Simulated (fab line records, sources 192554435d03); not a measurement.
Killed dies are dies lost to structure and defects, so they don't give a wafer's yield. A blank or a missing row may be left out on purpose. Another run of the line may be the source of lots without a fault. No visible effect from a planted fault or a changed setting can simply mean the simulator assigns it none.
A sampling plan put to the test | flow n5-finfet | each of the 39 faults these records tell of, on one fab line, judged from the records of the lots it struck
The plan is the line's own looks: the steps of the route at which a gauge or an inspection reads the wafer and doesn't change it. A look can be judged if struck wafers have a number there and the file gives its usual mean and standard deviation on fault-free wafers. Caught: at a look after the fault's first step, the mean of the struck wafers lies 4 or more of those standard deviations (sigma) from the usual mean. On the tool: the identical test, applied to the tool's own readings at the steps of the fault. A different recipe on the struck wafers counts as caught too, as does a record blank only for those wafers.

THE FAULTS, as the simulator had put them in
1. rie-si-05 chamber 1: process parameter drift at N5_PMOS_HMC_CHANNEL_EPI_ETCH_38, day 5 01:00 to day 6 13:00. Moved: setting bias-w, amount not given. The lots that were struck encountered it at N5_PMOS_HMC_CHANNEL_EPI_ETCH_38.
2. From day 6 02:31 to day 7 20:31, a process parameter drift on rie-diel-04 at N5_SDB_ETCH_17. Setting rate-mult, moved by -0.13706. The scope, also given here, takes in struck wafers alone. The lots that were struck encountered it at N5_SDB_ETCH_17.
3. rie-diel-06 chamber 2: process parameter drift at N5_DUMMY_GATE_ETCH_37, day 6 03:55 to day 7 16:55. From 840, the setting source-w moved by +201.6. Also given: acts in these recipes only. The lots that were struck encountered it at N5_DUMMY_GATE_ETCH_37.
4. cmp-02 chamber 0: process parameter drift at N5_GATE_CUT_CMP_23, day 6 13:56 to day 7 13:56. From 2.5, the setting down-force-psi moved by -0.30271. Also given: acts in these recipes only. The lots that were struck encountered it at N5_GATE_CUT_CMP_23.
5. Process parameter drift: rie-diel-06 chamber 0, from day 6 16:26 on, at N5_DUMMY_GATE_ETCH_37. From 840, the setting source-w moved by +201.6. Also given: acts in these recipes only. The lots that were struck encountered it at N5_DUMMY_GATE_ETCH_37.
6. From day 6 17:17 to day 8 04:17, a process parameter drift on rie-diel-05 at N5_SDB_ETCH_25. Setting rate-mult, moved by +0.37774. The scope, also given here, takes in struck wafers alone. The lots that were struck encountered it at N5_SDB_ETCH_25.
7. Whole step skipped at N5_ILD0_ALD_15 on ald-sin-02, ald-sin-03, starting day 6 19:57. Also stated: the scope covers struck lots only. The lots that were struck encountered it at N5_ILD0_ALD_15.
8. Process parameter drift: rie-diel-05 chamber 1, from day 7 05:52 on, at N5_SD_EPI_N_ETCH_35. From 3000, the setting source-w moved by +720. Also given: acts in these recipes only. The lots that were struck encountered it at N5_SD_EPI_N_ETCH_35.
9. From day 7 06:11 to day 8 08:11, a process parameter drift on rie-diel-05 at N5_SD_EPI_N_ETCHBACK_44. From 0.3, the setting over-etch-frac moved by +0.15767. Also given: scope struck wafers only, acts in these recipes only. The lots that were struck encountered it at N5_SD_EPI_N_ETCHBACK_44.
10. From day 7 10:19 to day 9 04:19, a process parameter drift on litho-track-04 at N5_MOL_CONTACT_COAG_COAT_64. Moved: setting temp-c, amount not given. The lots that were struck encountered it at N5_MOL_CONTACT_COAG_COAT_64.
11. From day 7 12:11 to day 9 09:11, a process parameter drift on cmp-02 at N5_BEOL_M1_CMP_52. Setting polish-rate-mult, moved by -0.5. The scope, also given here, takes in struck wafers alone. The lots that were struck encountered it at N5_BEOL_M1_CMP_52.
12. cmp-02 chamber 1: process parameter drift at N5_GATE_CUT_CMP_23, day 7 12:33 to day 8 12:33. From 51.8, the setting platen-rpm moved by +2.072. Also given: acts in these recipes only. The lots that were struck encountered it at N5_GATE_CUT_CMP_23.
13. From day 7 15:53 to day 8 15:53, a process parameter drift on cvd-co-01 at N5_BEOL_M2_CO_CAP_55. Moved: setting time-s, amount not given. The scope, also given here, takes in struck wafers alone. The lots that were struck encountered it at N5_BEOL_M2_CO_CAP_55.
14. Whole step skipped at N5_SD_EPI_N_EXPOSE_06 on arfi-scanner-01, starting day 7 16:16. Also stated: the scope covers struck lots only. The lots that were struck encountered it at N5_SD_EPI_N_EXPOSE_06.
15. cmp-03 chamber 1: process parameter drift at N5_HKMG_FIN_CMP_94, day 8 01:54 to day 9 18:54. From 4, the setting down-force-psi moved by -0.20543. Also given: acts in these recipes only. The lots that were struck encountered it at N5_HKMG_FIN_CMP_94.
16. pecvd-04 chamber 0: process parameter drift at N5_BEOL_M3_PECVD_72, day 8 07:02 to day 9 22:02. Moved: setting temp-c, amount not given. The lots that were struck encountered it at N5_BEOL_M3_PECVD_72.
17. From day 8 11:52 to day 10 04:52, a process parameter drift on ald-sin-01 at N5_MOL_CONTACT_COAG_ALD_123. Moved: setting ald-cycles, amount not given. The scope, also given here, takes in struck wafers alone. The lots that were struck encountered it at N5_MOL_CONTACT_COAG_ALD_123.
18. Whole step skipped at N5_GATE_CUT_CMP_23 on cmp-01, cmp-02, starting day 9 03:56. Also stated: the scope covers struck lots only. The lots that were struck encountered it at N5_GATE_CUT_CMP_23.
19. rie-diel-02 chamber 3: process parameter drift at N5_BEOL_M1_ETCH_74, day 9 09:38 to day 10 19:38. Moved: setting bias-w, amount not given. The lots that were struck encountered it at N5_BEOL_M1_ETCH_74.
20. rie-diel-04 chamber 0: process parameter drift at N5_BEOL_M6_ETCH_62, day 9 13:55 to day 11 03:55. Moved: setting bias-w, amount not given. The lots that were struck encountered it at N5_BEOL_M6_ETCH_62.
21. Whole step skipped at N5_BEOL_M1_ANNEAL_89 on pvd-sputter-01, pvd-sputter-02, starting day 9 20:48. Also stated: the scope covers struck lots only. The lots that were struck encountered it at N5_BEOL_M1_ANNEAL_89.
22. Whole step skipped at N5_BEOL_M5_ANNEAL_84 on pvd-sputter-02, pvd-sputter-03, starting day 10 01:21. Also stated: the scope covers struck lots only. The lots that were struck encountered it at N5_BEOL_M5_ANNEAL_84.
23. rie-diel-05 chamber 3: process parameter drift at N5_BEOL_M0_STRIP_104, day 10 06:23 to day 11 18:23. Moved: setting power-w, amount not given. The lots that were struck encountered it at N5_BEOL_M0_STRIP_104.
24. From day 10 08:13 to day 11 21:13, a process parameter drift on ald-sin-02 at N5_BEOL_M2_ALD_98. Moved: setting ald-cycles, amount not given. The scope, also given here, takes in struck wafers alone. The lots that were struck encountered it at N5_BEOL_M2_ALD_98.
25. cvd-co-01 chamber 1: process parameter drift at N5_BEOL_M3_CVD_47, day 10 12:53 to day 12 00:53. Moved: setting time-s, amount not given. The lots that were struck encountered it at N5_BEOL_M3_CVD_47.
26. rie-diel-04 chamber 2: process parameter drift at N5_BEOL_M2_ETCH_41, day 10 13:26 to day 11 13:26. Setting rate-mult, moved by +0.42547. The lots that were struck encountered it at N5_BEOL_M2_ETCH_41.
27. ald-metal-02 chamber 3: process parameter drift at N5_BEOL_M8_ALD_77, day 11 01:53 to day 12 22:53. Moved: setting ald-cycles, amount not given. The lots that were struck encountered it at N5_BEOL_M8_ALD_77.
28. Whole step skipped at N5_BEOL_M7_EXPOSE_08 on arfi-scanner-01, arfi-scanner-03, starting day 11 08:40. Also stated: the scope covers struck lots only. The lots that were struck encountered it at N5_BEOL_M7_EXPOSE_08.
29. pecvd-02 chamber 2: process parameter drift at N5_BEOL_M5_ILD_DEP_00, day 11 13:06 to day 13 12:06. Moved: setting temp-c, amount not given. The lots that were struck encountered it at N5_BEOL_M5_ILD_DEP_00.
30. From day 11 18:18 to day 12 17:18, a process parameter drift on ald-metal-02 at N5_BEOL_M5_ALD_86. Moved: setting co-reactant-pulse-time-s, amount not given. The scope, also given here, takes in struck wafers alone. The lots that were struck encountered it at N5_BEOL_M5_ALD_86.
31. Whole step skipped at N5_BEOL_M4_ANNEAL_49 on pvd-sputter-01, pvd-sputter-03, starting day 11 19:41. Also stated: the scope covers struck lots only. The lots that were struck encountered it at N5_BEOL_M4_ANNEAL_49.
32. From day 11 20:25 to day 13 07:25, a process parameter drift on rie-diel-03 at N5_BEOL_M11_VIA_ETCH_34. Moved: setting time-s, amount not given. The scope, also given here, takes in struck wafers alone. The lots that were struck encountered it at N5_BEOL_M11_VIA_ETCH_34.
33. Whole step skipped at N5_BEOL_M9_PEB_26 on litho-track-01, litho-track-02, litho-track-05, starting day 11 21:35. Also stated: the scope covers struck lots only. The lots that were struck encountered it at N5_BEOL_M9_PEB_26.
34. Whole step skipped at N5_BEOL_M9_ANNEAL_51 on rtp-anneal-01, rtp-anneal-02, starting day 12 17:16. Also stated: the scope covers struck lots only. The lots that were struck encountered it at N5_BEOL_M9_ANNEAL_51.
35. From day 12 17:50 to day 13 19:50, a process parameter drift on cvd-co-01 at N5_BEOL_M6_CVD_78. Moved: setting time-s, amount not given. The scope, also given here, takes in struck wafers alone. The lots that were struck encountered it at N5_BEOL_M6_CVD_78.
36. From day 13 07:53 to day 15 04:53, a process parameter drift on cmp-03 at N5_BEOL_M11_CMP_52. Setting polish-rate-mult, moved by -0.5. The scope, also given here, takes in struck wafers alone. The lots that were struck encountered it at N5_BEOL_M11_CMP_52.
37. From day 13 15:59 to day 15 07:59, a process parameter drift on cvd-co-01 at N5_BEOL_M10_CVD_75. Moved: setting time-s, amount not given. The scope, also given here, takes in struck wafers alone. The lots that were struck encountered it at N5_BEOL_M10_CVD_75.
38. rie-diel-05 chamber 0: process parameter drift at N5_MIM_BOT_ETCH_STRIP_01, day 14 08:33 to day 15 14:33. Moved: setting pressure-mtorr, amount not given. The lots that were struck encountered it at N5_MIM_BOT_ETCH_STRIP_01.
39. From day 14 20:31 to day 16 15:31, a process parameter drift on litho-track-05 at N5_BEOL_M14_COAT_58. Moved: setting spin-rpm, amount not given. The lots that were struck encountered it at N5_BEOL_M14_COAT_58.

WHAT THE PLAN SAW
fault | on the tool itself                               | first look that catches it                      | reading, sigma                                    | median hours from its first step to that look | hours from the fault's start to the first struck lot there | judged looks passed uncaught
1     | bias-w +13 sigma                                 | not the one look that can be judged after it    | -                                                 | -                                             | -                                                          | 1
2     | etch-rf-on-time-s +12 sigma                      | none of the 2 looks that can be judged after it | -                                                 | -                                             | -                                                          | 2
3     | rf-fwd-power-W +57 sigma                         | not the one look that can be judged after it    | strongest: DIBL_N at N5_BEOL_M4_RC_MEAS_101, +2.5 | -                                             | -                                                          | 1
4     | head-pressure-psi -47 sigma                      | not the one look that can be judged after it    | -                                                 | -                                             | -                                                          | 1
5     | rf-fwd-power-W +58 sigma                         | no look after it can be judged                  | -                                                 | -                                             | -                                                          | 0
6     | only faintly: oes-product-au +3.0 sigma          | not the one look that can be judged after it    | -                                                 | -                                             | -                                                          | 1
7     | the tool's record is blank for the struck wafers | no look after it can be judged                  | -                                                 | -                                             | -                                                          | 0
8     | rf-fwd-power-W +81 sigma                         | not the one look that can be judged after it    | -                                                 | -                                             | -                                                          | 1
9     | under 2 sigma                                    | not the one look that can be judged after it    | strongest: IOFF_N at N5_BEOL_M4_RC_MEAS_101, +2.0 | -                                             | -                                                          | 1
10    | plate-temp-C +99 or beyond sigma                 | none of the 2 looks that can be judged after it | -                                                 | -                                             | -                                                          | 2
11    | overpolish-run-s -99 or beyond sigma             | N5_BEOL_M1_THK_MEAS_53                          | M1_THK +76                                        | 0.3                                           | 5                                                          | 0
12    | platen-rpm +56 sigma                             | none of the 2 looks that can be judged after it | -                                                 | -                                             | -                                                          | 2
13    | run-length-s +69 sigma                           | none of the 2 looks that can be judged after it | -                                                 | -                                             | -                                                          | 2
14    | no reading that can be judged                    | no look after it can be judged                  | -                                                 | -                                             | -                                                          | 0
15    | head-pressure-psi -23 sigma                      | not the one look that can be judged after it    | -                                                 | -                                             | -                                                          | 1
16    | susceptor-temp-C +52 sigma                       | not the one look that can be judged after it    | -                                                 | -                                             | -                                                          | 1
17    | under 2 sigma                                    | none of the 2 looks that can be judged after it | -                                                 | -                                             | -                                                          | 2
18    | the tool's record is blank for the struck wafers | no look after it can be judged                  | -                                                 | -                                             | -                                                          | 0
19    | bias-w -37 sigma                                 | not the one look that can be judged after it    | -                                                 | -                                             | -                                                          | 1
20    | bias-w +73 sigma                                 | not the one look that can be judged after it    | -                                                 | -                                             | -                                                          | 1
21    | the tool's record is blank for the struck wafers | not the one look that can be judged after it    | -                                                 | -                                             | -                                                          | 1
22    | the tool's record is blank for the struck wafers | no look after it can be judged                  | -                                                 | -                                             | -                                                          | 0
23    | power-w +74 sigma                                | not the one look that can be judged after it    | -                                                 | -                                             | -                                                          | 1
24    | under 2 sigma                                    | not the one look that can be judged after it    | -                                                 | -                                             | -                                                          | 1
25    | run-length-s +99 or beyond sigma                 | not the one look that can be judged after it    | strongest: VT_P at N5_BEOL_M4_RC_MEAS_101, +2.0   | -                                             | -                                                          | 1
26    | oes-product-au +4.1 sigma                        | not the one look that can be judged after it    | -                                                 | -                                             | -                                                          | 1
27    | under 2 sigma                                    | no look after it can be judged                  | -                                                 | -                                             | -                                                          | 0
28    | no reading that can be judged                    | no look after it can be judged                  | -                                                 | -                                             | -                                                          | 0
29    | susceptor-temp-C +42 sigma                       | N5_BEOL_M5_THK_MEAS_01                          | M5_ILD_THK -4.0                                   | 0.6                                           | 17                                                         | 0
30    | under 2 sigma                                    | no look after it can be judged                  | -                                                 | -                                             | -                                                          | 0
31    | the tool's record is blank for the struck wafers | not the one look that can be judged after it    | -                                                 | -                                             | -                                                          | 1
32    | run-length-s -11 sigma                           | not the one look that can be judged after it    | -                                                 | -                                             | -                                                          | 1
33    | the tool's record is blank for the struck wafers | no look after it can be judged                  | -                                                 | -                                             | -                                                          | 0
34    | the tool's record is blank for the struck wafers | no look after it can be judged                  | -                                                 | -                                             | -                                                          | 0
35    | run-length-s +99 or beyond sigma                 | not the one look that can be judged after it    | -                                                 | -                                             | -                                                          | 1
36    | overpolish-run-s -99 or beyond sigma             | N5_BEOL_M11_THK_MEAS_53                         | M11_THK +41                                       | 0.3                                           | 7                                                          | 0
37    | run-length-s -7.3 sigma                          | no look after it can be judged                  | -                                                 | -                                             | -                                                          | 0
38    | chamber-pressure-mTorr +99 or beyond sigma       | not the one look that can be judged after it    | -                                                 | -                                             | -                                                          | 1
39    | spin-speed-rpm -99 or beyond sigma               | not the one look that can be judged after it    | -                                                 | -                                             | -                                                          | 1
A dash: the fault isn't caught, or these records don't give the number.

Caught at a look: 3 of 39. Caught on the tool: 31 of 39. By one or the other: 31 of 39.
On the tool alone, faults 1, 2, 3, 4, 5, 7, 8, 10, 12, 13, 15, 16, 18, 19, 20, 21, 22, 23, 25, 26, 31, 32, 33, 34, 35, 37, 38, 39 were caught.
Caught by neither: faults 6, 9, 14, 17, 24, 27, 28, 30.

THINNER SAMPLING
Were the look that catches a fault to measure just every second or every third lot (counted by lot number), the first struck lot would, at worst, be measured this late:
fault | struck lots at that look, in order of time | every lot | every second lot | every third lot
11    | L882, L884, L887                           | 5 h       | 35 h             | may miss all 3
29    | L950                                       | 17 h      | may miss it      | may miss it
36    | L340, L339                                 | 7 h       | 12 h             | may miss all 2
The hour figures run from when the fault began to the first measured lot among those it struck. The test against the limit of 4 sigma pooled every struck wafer, which means one lot taken alone may stay below that limit. Other struck lots may not be in these records.

THE LONGEST TIMED WAY FROM STEP TO LOOK
Fault 29: the median time between N5_BEOL_M5_ILD_DEP_00 and N5_BEOL_M5_THK_MEAS_01 is 0.6 hours. No look between them can be judged.
